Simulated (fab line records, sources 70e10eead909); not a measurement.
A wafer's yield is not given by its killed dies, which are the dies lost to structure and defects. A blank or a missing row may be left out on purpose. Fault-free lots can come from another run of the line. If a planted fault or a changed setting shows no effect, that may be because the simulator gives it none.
Problem report in the 8D (eight disciplines) form, filled by code    flow nand-harc    the parts of the form that need people (team, actions taken, sign-off) are left out

== 1. WHAT IS WRONG ==
At NHARC_END_SORT_01, killed-at-array averages 196 over 2 wafers from 2 lots, while fault-free wafers read 27, standard deviation 11. Measured from the usual mean, that is +15 standard deviations.
The first sign was on wafer L412.2 at day 24 00:59, on prober-01. At this step, 6 wafers from 2 lots have a number in the record. Rule for "out", or "out of limits": more than 4 standard deviations from the usual mean. All remaining wafers that have a number are taken as sound.

== 2. WHAT IT IS, AND WHAT IT ISN'T ==
question                     is                            is not
which readings at this step  killed-at-array, killed-dies  killed-at-other, killed-at-periphery, killed-open, killed-short
which lots                   L412, L413                    -
which wafers of those lots   L412.2, L413.6                L412.3, L412.5, L413.3, L413.5
read on which gauges         prober-01                     -
when                         from day 24 00:59             up to then (0 sound wafers); but 4 sound wafers of L412, L413 came after

== 3. SUSPECTS, AND WHAT RULES EACH OUT ==
Counting: a tool at a process step up to the reading stays a suspect if it ran every lot that is out. Sound lots after the first of them don't rule it out here, since some wafers of a struck lot are sound.
- the gauge at NHARC_END_SORT_01: kept. All the wafers that are out were read on prober-01, and no step on other tools shows them out.
- acl-dep-02 at NHARC_A_CONTACT_DEP_28 (deposits aC, target thk 3600 nm): kept. It ran every lot that is out, first L412 (day 20 14:18).
- pecvd-01 at NHARC_A_BONDPAD_DEP_00 (deposits SiCN, target thk 250 nm): kept. It ran every lot that is out, first L412 (day 22 15:36). Because NHARC_A_BONDPAD_DEP_00 lacks a start for some lots, the hours and order of its lots are taken from NHARC_A_BONDPAD_ETCH_34.
- rie-diel-02 at NHARC_A_BONDPAD_ETCH_24 (etches the open film in CF4/N2, target depth 30 nm, time 72.99 s): kept. It ran every lot that is out, first L412 (day 24 00:59). Because NHARC_A_BONDPAD_ETCH_24 lacks a start for some lots, the hours and order of its lots are taken from NHARC_END_SORT_01.
Left after counting: acl-dep-02 at NHARC_A_CONTACT_DEP_28, pecvd-01 at NHARC_A_BONDPAD_DEP_00, rie-diel-02 at NHARC_A_BONDPAD_ETCH_24, prober-01 at NHARC_END_SORT_01.

== 4. THE CAUSE (what the simulator had put in) ==
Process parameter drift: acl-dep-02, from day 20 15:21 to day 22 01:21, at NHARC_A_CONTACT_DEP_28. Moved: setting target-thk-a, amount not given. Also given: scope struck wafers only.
This tool is one of the 4 suspects left after counting.

== 5. THE EFFECT CHAIN, in route order ==
One row per reading whose mean, taken over the struck wafers that have a number, lies over 3 standard deviations from the usual. Only readings for which the record gives a usual standard deviation are gone through. hours: the time from each lot's start at the first step in this table that gives one to its start at this step, as a median over the lots. sigmas: the change in usual standard deviations.
hours  step               reading          usual  on struck wafers  change  sigmas
0      NHARC_END_SORT_01  killed-at-array  27     196               +168    +15
0      NHARC_END_SORT_01  killed-dies      32     199               +167    +15

== 6. HOW IT WOULD HAVE BEEN CAUGHT EARLIER ==
The first out-of-limits reading at a measuring or inspecting step in this record came at day 24 00:59, 82 hours after the fault's start at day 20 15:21.
No tool reading at NHARC_A_CONTACT_DEP_28 that has a usual standard deviation in the record was out on any struck wafer, so an alarm limit of 4 standard deviations on those readings would not have fired.
Each of the lots that are out, 2 in all, had begun NHARC_A_CONTACT_DEP_28 on acl-dep-02 no later than day 24 00:59. Holding the tool at that point would not have protected any of them.
